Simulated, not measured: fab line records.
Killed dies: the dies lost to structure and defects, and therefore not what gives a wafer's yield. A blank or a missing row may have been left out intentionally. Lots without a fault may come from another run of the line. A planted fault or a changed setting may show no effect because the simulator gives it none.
Matching of chambers / flow nandHarc / 4 sister chambers for NHARC_A_WL_FILL_ETCHBACK_26 on rieSi-04
The step etches the open film in HBr, target depth 52 nm, time 13.3 s. 14 wafers are shown with their chamber, then 7 later ones without.

EACH WAFER AND ITS CHAMBER
wafer=L075.1; chamber=3; drypumpMotorCurrentA (A)=5.0; heBacksideLeakSccm (sccm)=2.61; rfFwdPowerW (W)=342.1
wafer=L075.3; chamber=2; drypumpMotorCurrentA (A)=5.8; heBacksideLeakSccm (sccm)=2.63; rfFwdPowerW (W)=341.3
wafer=L075.5; chamber=3; drypumpMotorCurrentA (A)=5.0; heBacksideLeakSccm (sccm)=2.56; rfFwdPowerW (W)=343.0
wafer=L080.1; chamber=0; drypumpMotorCurrentA (A)=5.9; heBacksideLeakSccm (sccm)=2.49; rfFwdPowerW (W)=341.4
wafer=L080.2; chamber=2; drypumpMotorCurrentA (A)=5.8; heBacksideLeakSccm (sccm)=2.97; rfFwdPowerW (W)=341.8
wafer=L080.6; chamber=0; drypumpMotorCurrentA (A)=5.9; heBacksideLeakSccm (sccm)=2.49; rfFwdPowerW (W)=342.1
wafer=L083.1; chamber=0; drypumpMotorCurrentA (A)=5.9; heBacksideLeakSccm (sccm)=2.48; rfFwdPowerW (W)=341.5
wafer=L083.2; chamber=1; drypumpMotorCurrentA (A)=4.8; heBacksideLeakSccm (sccm)=2.56; rfFwdPowerW (W)=340.0
wafer=L083.6; chamber=0; drypumpMotorCurrentA (A)=5.9; heBacksideLeakSccm (sccm)=2.37; rfFwdPowerW (W)=342.0
wafer=L089.1; chamber=2; drypumpMotorCurrentA (A)=5.9; heBacksideLeakSccm (sccm)=2.79; rfFwdPowerW (W)=340.8
wafer=L089.2; chamber=1; drypumpMotorCurrentA (A)=4.8; heBacksideLeakSccm (sccm)=2.57; rfFwdPowerW (W)=342.5
wafer=L089.6; chamber=2; drypumpMotorCurrentA (A)=5.9; heBacksideLeakSccm (sccm)=2.61; rfFwdPowerW (W)=341.6
wafer=L091.2; chamber=0; drypumpMotorCurrentA (A)=5.9; heBacksideLeakSccm (sccm)=2.65; rfFwdPowerW (W)=341.1
wafer=L091.3; chamber=3; drypumpMotorCurrentA (A)=5.0; heBacksideLeakSccm (sccm)=2.61; rfFwdPowerW (W)=343.0

SIGNATURES (means of the wafers above)
reading=drypumpMotorCurrentA; chamber 0=5.900; chamber 1=4.800; chamber 2=5.850; chamber 3=5.000; scatter within a chamber=0.0316
reading=heBacksideLeakSccm; chamber 0=2.4960; chamber 1=2.5650; chamber 2=2.7500; chamber 3=2.5933; scatter within a chamber=0.112
reading=rfFwdPowerW; chamber 0=341.620; chamber 1=341.250; chamber 2=341.375; chamber 3=342.700; scatter within a chamber=0.703
Rule: for a wafer and a chamber, the distance is found by dividing, reading by reading, the gap between the wafer's reading and the chamber's mean by the reading's scatter, squaring, summing and taking the root. If the next closest chamber is less than 2 further off than the closest, the wafer can't be placed; otherwise it belongs to the closest. The scatter is the square root of a quotient: the sum, over the shown wafers, of each reading's squared deviation from its chamber's mean, divided by wafers minus chambers.

WAFERS WHOSE CHAMBER IS MISSING
wafer=L091.4; drypumpMotorCurrentA (A)=5.8; heBacksideLeakSccm (sccm)=2.75; rfFwdPowerW (W)=342.2
wafer=L092.2; drypumpMotorCurrentA (A)=5.9; heBacksideLeakSccm (sccm)=2.39; rfFwdPowerW (W)=340.9
wafer=L092.3; drypumpMotorCurrentA (A)=5.0; heBacksideLeakSccm (sccm)=2.69; rfFwdPowerW (W)=342.3
wafer=L092.4; drypumpMotorCurrentA (A)=4.8; heBacksideLeakSccm (sccm)=2.72; rfFwdPowerW (W)=342.0
wafer=L097.2; drypumpMotorCurrentA (A)=4.8; heBacksideLeakSccm (sccm)=2.69; rfFwdPowerW (W)=342.9
wafer=L097.3; drypumpMotorCurrentA (A)=5.0; heBacksideLeakSccm (sccm)=2.57; rfFwdPowerW (W)=339.5
wafer=L097.4; drypumpMotorCurrentA (A)=5.8; heBacksideLeakSccm (sccm)=2.46; rfFwdPowerW (W)=342.0

WHICH CHAMBER EACH ONE RAN IN
wafer=L091.4; from the rows above=2; in truth=2
wafer=L092.2; from the rows above=0; in truth=0
wafer=L092.3; from the rows above=3; in truth=3
wafer=L092.4; from the rows above=1; in truth=1
wafer=L097.2; from the rows above=1; in truth=1
wafer=L097.3; from the rows above=3; in truth=3
wafer=L097.4; from the rows above=can't be placed: 2 or 0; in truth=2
Correct placement for 6 of the 7. From these rows, 1 cannot be placed; in 1 the true chamber is one of the candidates. Number placed wrongly: 0.
